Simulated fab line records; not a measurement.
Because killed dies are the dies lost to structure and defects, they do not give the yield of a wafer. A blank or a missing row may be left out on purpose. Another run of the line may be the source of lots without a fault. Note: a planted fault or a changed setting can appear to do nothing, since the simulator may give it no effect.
Chamber matching / flow nand harc / NHARC_P_M2_DEP_33 on pecvd-04: 3 sister chambers
The step deposits SiCN, target thk 30 nm. 3 wafers are shown with their chamber, then 7 later ones without.

WAFERS WITH THEIR CHAMBER
wafer=L081.1; chamber=0; heater power w (W)=781
wafer=L083.2; chamber=2; heater power w (W)=644
wafer=L083.4; chamber=1; heater power w (W)=557

WAFERS WITHOUT THEIR CHAMBER
wafer=L083.5; heater power w (W)=669
wafer=L086.1; heater power w (W)=517
wafer=L086.2; heater power w (W)=776
wafer=L086.4; heater power w (W)=675
wafer=L094.1; heater power w (W)=544
wafer=L094.3; heater power w (W)=623
wafer=L094.4; heater power w (W)=620

WHICH CHAMBER EACH WENT THROUGH
wafer=L083.5; from the rows above=2; in truth=2
wafer=L086.1; from the rows above=1; in truth=1
wafer=L086.2; from the rows above=0; in truth=0
wafer=L086.4; from the rows above=2; in truth=2
wafer=L094.1; from the rows above=1; in truth=1
wafer=L094.3; from the rows above=can't be placed: 2 or 1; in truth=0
wafer=L094.4; from the rows above=can't be placed: 2 or 1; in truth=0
Correctly placed: 5 of 7. These rows do not allow placing 2 (true chamber among the candidates in 0). Wrongly placed: 0.
How it was worked out, from the rows above alone: a wafer's distance from a chamber is the root of the sum, over the readings, of the square of ((its reading less the chamber's mean) divided by the reading's scatter). The wafer belongs to the nearest chamber; if the next one is less than 2 further off, it can't be placed. A chamber's mean is the mean of its shown wafers. The scatter: root of mean squared gap, hidden wafer to nearest shown wafer, with one shown wafer a chamber.
